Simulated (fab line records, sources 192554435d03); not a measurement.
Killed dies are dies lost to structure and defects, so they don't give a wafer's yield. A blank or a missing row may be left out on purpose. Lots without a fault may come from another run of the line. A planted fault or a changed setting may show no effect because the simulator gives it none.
Which tool did it? | flow n5_finfet | 11 lots, 33 wafers sampled, at 2 steps of a route of 1938

WHAT THE GAUGES READ, wafer by wafer
N5_BEOL_M13_CD_MEAS_17: target cd 190 nm.
lot  | measured     | on        | cd_nm (nm)
L294 | day 10 13:26 | cd_sem-02 | 192.2 192.0 191.5
L295 | day 11 07:43 | cd_sem-01 | 191.5 190.7 190.4
L299 | day 12 02:58 | cd_sem-01 | 191.3 192.6 192.0
L300 | day 12 06:44 | cd_sem-02 | 192.3 193.2 191.3
L301 | day 12 07:47 | cd_sem-01 | 189.5 190.5 191.1
L302 | day 12 19:26 | cd_sem-03 | 188.4 189.6 188.2
L310 | day 15 06:26 | cd_sem-02 | 188.7 190.1 189.3
L312 | day 15 19:33 | cd_sem-02 | 190.2 191.0 190.8
L313 | day 15 20:19 | cd_sem-03 | 190.9 188.8 189.8
L311 | day 15 21:56 | cd_sem-03 | 190.1 190.2 192.6
L316 | day 17 09:13 | cd_sem-02 | 191.6 190.2 192.3

WHICH TOOL RAN EACH LOT (tool, then ch and the chambers of the sampled wafers, then the start)
lot  | N5_BEOL_M13_ETCH_59
L294 | rie_diel-01 ch 0,3, day 10 12:56
L295 | rie_diel-03 ch 2,3, day 11 07:14
L299 | rie_diel-01 ch 0,1,3, day 12 02:28
L300 | rie_diel-04 ch 0,1,2, day 12 06:15
L301 | rie_diel-01 ch 1,3, day 12 07:17
L302 | rie_diel-04 ch 0,3, day 12 18:56
L310 | rie_diel-03 ch 2,3, day 15 05:56
L312 | rie_diel-01 ch 0,2,3, day 15 19:02
L313 | rie_diel-01 ch 0,3, day 15 19:49
L311 | rie_diel-03 ch 1,2,3, day 15 21:26
L316 | rie_diel-01 ch 0,1, day 17 08:43
- N5_BEOL_M13_ETCH_59: etches BARC in N2/H2, target depth 89 nm, overetch 26.7 nm, time 67.9 s.

WHAT THE TOOLS THEMSELVES READ (means of the sampled wafers that have a number; where no wafer has one, the mark that the record gives instead)
N5_BEOL_M13_ETCH_59.
lot  | tool        | drypump_motor_current_A (A) | oes_product_au (a.u.) | rf_vpp_V (V) | showerhead_plenum_p_Torr (Torr) | throttle_valve_pct (%)
L294 | rie_diel-01 | 5.4                         | 0.69                  | 525.6        | 2.60                            | 17.74
L295 | rie_diel-03 | 5.5                         | 0.63                  | 523.8        | 2.54                            | 17.97
L299 | rie_diel-01 | 5.4                         | 0.70                  | 522.9        | 2.54                            | 17.72
L300 | rie_diel-04 | 5.9                         | 0.72                  | 521.2        | 2.46                            | 17.64
L301 | rie_diel-01 | 5.7                         | 0.67                  | 522.3        | 2.53                            | 17.76
L302 | rie_diel-04 | 5.6                         | 0.73                  | 522.0        | 2.47                            | 17.83
L310 | rie_diel-03 | 5.3                         | 0.74                  | 523.7        | 2.56                            | 17.67
L312 | rie_diel-01 | 5.3                         | 0.66                  | 523.4        | 2.51                            | 17.79
L313 | rie_diel-01 | 5.4                         | 0.65                  | 523.8        | 2.58                            | 17.82
L311 | rie_diel-03 | 5.7                         | 0.73                  | 524.1        | 2.56                            | 17.82
L316 | rie_diel-01 | 5.3                         | 0.71                  | 522.1        | 2.48                            | 17.71

THE ANSWER, worked out from the rows above alone
Rule: what is usual is taken from the lots themselves. Put in order of their means at a reading, lots are off if they are a third of the lots or fewer, leave a main group of 4 or more, and stand apart from it by a gap of 3 or more times the standard deviation of the main group's means; of several such gaps the widest counts. A main group whose means are all the same, to the digits that the tables above print for the reading, isn't used. A lot without any number at a reading at which 4 lots or more have one is off too. The other lots that the step has rows for count as sound. The gauges are gone through in route order, then the tools' own readings, and for those a lot's mean is taken as printed above. The first step at which some lot is off is used, and at that step the reading that is off furthest; a lot without a number counts as furthest.
No lot is off at any reading shown: from this, nothing can be told.

WHAT THE SIMULATOR HAD PUT IN
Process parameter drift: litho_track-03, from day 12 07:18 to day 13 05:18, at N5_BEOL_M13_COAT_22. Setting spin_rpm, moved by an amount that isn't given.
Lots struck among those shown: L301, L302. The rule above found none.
